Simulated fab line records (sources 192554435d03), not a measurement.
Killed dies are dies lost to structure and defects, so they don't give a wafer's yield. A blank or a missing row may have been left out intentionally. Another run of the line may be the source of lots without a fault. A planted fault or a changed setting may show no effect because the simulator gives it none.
Which tool was responsible? + flow n5-finfet + Sampling: 24 lots, 72 wafers, 3 of 1938 route steps

## WHAT EACH GAUGE READ, for each wafer
N5_PMOS_HMC_CHANNEL_EPI_INSPECT_11: inspects for defects (macro). Usual: 2.1 for raw-defect-count, sd 1.6.
| lot  | measured    | on                | raw-defect-count | flag |
|------|-------------|-------------------|------------------|------|
| L074 | day 1 17:37 | defect-inspect-01 | 3 0 1            |      |
| L075 | day 1 23:49 | defect-inspect-02 | 2 2 2            |      |
| L076 | day 2 06:02 | defect-inspect-01 | 1 2 0            |      |
| L077 | day 2 11:59 | defect-inspect-01 | 2 1 3            |      |
| L078 | day 2 20:14 | defect-inspect-01 | 0 1 1            |      |
| L079 | day 2 23:31 | defect-inspect-02 | 1 5 1            |      |
| L080 | day 3 05:12 | defect-inspect-02 | 5 1 0            |      |
| L081 | day 3 11:49 | defect-inspect-01 | 0 3 1            |      |
| L082 | day 3 17:40 | defect-inspect-01 | 2 1 2            |      |
| L083 | day 4 00:11 | defect-inspect-01 | 3 0 0            |      |
| L084 | day 4 05:34 | defect-inspect-01 | 5 3 2            |      |
| L085 | day 4 12:21 | defect-inspect-01 | 1 3 4            |      |
| L086 | day 4 18:31 | defect-inspect-02 | 2 0 3            |      |
| L087 | day 4 23:52 | defect-inspect-01 | 1 3 1            |      |
| L088 | day 5 05:32 | defect-inspect-02 | 4 1 3            |      |
| L089 | day 5 11:22 | defect-inspect-02 | 4 2 1            |      |
| L090 | day 5 18:36 | defect-inspect-02 | 0 3 1            |      |
| L091 | day 5 23:39 | defect-inspect-01 | 2 1 5            |      |
| L092 | day 6 07:54 | defect-inspect-01 | 2 3 3            |      |
| L093 | day 6 13:20 | defect-inspect-01 | 3 1 2            |      |
| L094 | day 6 17:25 | defect-inspect-01 | 0 1 1            |      |
| L095 | day 6 22:57 | defect-inspect-02 | 3 3 0            |      |
| L096 | day 7 05:26 | defect-inspect-02 | 1 2 6            |      |
| L097 | day 7 11:31 | defect-inspect-01 | 1 2 7            |      |

N5_PMOS_HMC_CHANNEL_EPI_THK_MEAS_22. Usual: HMC_CMP_THK 53.9 nm, standard deviation 0.76.
| lot  | measured    | on            | HMC_CMP_THK (nm) | flag |
|------|-------------|---------------|------------------|------|
| L074 | day 1 19:56 | film-metro-02 | 52.8 54.3 53.6   |      |
| L075 | day 2 02:11 | film-metro-02 | 53.3 54.5 53.1   |      |
| L076 | day 2 08:20 | film-metro-01 | 54.6 52.9 53.3   |      |
| L077 | day 2 14:34 | film-metro-01 | 52.8 54.5 54.2   |      |
| L078 | day 2 22:58 | film-metro-02 | 54.5 55.3 53.9   |      |
| L079 | day 3 01:48 | film-metro-02 | 55.0 54.8 54.9   |      |
| L080 | day 3 07:57 | film-metro-02 | 55.2 54.3 53.4   |      |
| L081 | day 3 14:31 | film-metro-02 | 53.8 54.6 54.7   |      |
| L082 | day 3 20:00 | film-metro-02 | 54.9 53.6 53.9   |      |
| L083 | day 4 03:25 | film-metro-02 | 54.5 53.7 53.9   |      |
| L084 | day 4 08:48 | film-metro-02 | 53.3 54.5 53.3   |      |
| L085 | day 4 16:03 | film-metro-02 | 53.0 53.1 54.1   |      |
| L086 | day 4 20:50 | film-metro-01 | 54.7 54.1 52.9   |      |
| L087 | day 5 02:51 | film-metro-02 | 53.4 55.1 54.3   |      |
| L088 | day 5 08:13 | film-metro-02 | 53.6 54.9 54.7   |      |
| L089 | day 5 14:05 | film-metro-02 | 54.9 54.6 52.8   |      |
| L090 | day 5 21:15 | film-metro-02 | 55.3 53.9 53.4   |      |
| L091 | day 6 01:56 | film-metro-02 | 53.4 53.1 54.5   |      |
| L092 | day 6 10:27 | film-metro-01 | 53.4 53.3 53.7   |      |
| L093 | day 6 15:39 | film-metro-02 | 55.3 55.4 54.9   |      |
| L094 | day 6 19:43 | film-metro-02 | 54.0 53.6 53.4   |      |
| L095 | day 7 01:18 | film-metro-01 | 52.8 54.1 53.1   |      |
| L096 | day 7 08:07 | film-metro-02 | 54.5 53.0 52.6   |      |
| L097 | day 7 13:48 | film-metro-02 | 53.0 52.6 52.4   |      |

## WHICH TOOL RAN EACH LOT (tool, then ch and the chambers of the sampled wafers, then the start)
| lot  | N5_WELL_APT_DESCUM_30             |
|------|-----------------------------------|
| L074 | rie-diel-01 ch 1,2,3, day 1 15:12 |
| L075 | rie-diel-02 ch 0,2, day 1 21:38   |
| L076 | rie-diel-06 ch 0,1,2, day 2 03:08 |
| L077 | rie-diel-01 ch 0,3, day 2 09:35   |
| L078 | rie-diel-06 ch 0,1, day 2 15:31   |
| L079 | rie-diel-01 ch 1,3, day 2 20:53   |
| L080 | rie-diel-06 ch 0,1,3, day 3 02:55 |
| L081 | rie-diel-02 ch 1,2, day 3 09:41   |
| L082 | rie-diel-02 ch 2,3, day 3 15:16   |
| L083 | rie-diel-02 ch 2,3, day 3 21:49   |
| L084 | rie-diel-01 ch 0,1,2, day 4 03:20 |
| L085 | rie-diel-02 ch 0,1, day 4 09:25   |
| L086 | rie-diel-01 ch 1,2, day 4 15:35   |
| L087 | rie-diel-02 ch 0,1,3, day 4 21:25 |
| L088 | rie-diel-06 ch 0,1, day 5 03:11   |
| L089 | rie-diel-01 ch 1,2, day 5 09:13   |
| L090 | rie-diel-01 ch 0,1,3, day 5 16:35 |
| L091 | rie-diel-01 ch 0,1,3, day 5 21:22 |
| L092 | rie-diel-01 ch 0,3, day 6 05:46   |
| L093 | rie-diel-02 ch 0,2, day 6 11:07   |
| L094 | rie-diel-02 ch 0,3, day 6 15:22   |
| L095 | rie-diel-06 ch 1,2,3, day 6 20:56 |
| L096 | rie-diel-02 ch 2,3, day 7 03:10   |
| L097 | rie-diel-06 ch 1,3, day 7 09:22   |
- N5_WELL_APT_DESCUM_30: chemistry O2, time 7.9 s.

## AS READ BY THE TOOLS THEMSELVES (means over the sampled wafers that have a number; for cases with no such wafer, the mark the record gives instead)
N5_WELL_APT_DESCUM_30. Usual: drypump-motor-current-A 5.6 A, standard deviation 0.53; oes-product-au 0.82 a.u., standard deviation 0.09; rf-vpp-V 243.2 V, standard deviation 1.6; showerhead-plenum-p-Torr 2.10 Torr, standard deviation 0.087; throttle-valve-pct 20.41 %, standard deviation 0.19.
| lot  | tool        | drypump-motor-current-A (A) | oes-product-au (a.u.) | rf-vpp-V (V) | showerhead-plenum-p-Torr (Torr) | throttle-valve-pct (%) | flag |
|------|-------------|-----------------------------|-----------------------|--------------|---------------------------------|------------------------|------|
| L074 | rie-diel-01 | 5.8                         | 0.72                  | 242.6        | 2.07                            | 20.53                  |      |
| L075 | rie-diel-02 | 5.7                         | 0.84                  | 245.2        | 2.21                            | 20.33                  |      |
| L076 | rie-diel-06 | 5.8                         | 0.74                  | 241.9        | 2.00                            | 20.68                  |      |
| L077 | rie-diel-01 | 6.0                         | 0.73                  | 241.8        | 2.01                            | 20.62                  |      |
| L078 | rie-diel-06 | 5.8                         | 0.72                  | 241.7        | 2.00                            | 20.67                  |      |
| L079 | rie-diel-01 | 5.4                         | 0.71                  | 242.5        | 2.08                            | 20.57                  |      |
| L080 | rie-diel-06 | 5.7                         | 0.81                  | 243.6        | 2.08                            | 20.49                  |      |
| L081 | rie-diel-02 | 5.7                         | 0.90                  | 244.6        | 2.18                            | 20.21                  |      |
| L082 | rie-diel-02 | 5.4                         | 0.89                  | 243.8        | 2.18                            | 20.39                  |      |
| L083 | rie-diel-02 | 5.0                         | 0.89                  | 242.3        | 2.11                            | 20.41                  |      |
| L084 | rie-diel-01 | 5.9                         | 0.73                  | 243.1        | 2.04                            | 20.46                  |      |
| L085 | rie-diel-02 | 5.7                         | 0.93                  | 243.7        | 2.13                            | 20.02                  |      |
| L086 | rie-diel-01 | 6.0                         | 0.72                  | 243.0        | 2.06                            | 20.42                  |      |
| L087 | rie-diel-02 | 5.4                         | 0.90                  | 244.1        | 2.10                            | 20.19                  |      |
| L088 | rie-diel-06 | 5.7                         | 0.91                  | 244.4        | 2.17                            | 20.48                  |      |
| L089 | rie-diel-01 | 6.0                         | 0.72                  | 243.0        | 2.06                            | 20.42                  |      |
| L090 | rie-diel-01 | 5.7                         | 0.78                  | 242.9        | 2.04                            | 20.46                  |      |
| L091 | rie-diel-01 | 5.7                         | 0.78                  | 243.2        | 2.04                            | 20.46                  |      |
| L092 | rie-diel-01 | 5.8                         | 0.83                  | 241.5        | 2.03                            | 20.42                  |      |
| L093 | rie-diel-02 | 5.8                         | 0.85                  | 244.4        | 2.20                            | 20.29                  |      |
| L094 | rie-diel-02 | 5.4                         | 0.87                  | 243.1        | 2.09                            | 20.15                  |      |
| L095 | rie-diel-06 | 5.8                         | 0.88                  | 244.4        | 2.15                            | 20.41                  |      |
| L096 | rie-diel-02 | 5.4                         | 0.83                  | 245.1        | 2.17                            | 20.46                  |      |
| L097 | rie-diel-06 | 6.2                         | 0.82                  | 242.5        | 2.08                            | 20.40                  |      |

## THE ANSWER, worked out from the rows above alone
Rule: a lot counts as off when the mean over its wafers that have a number is more than 3 standard deviations away from the usual mean. Also off: a lot with no number at a reading for which 4 or more lots have one. Any other lot the step has rows for is counted as sound. After the gauges, taken in route order, come the tools' own readings; for these a lot's mean is taken, as printed above. The first step at which some lot is off is used, and at that step the reading that is off furthest; a lot without a number counts as furthest.
Nothing can be told from this: no lot is off at any reading shown.

## WHAT THE SIMULATOR HAD INSERTED
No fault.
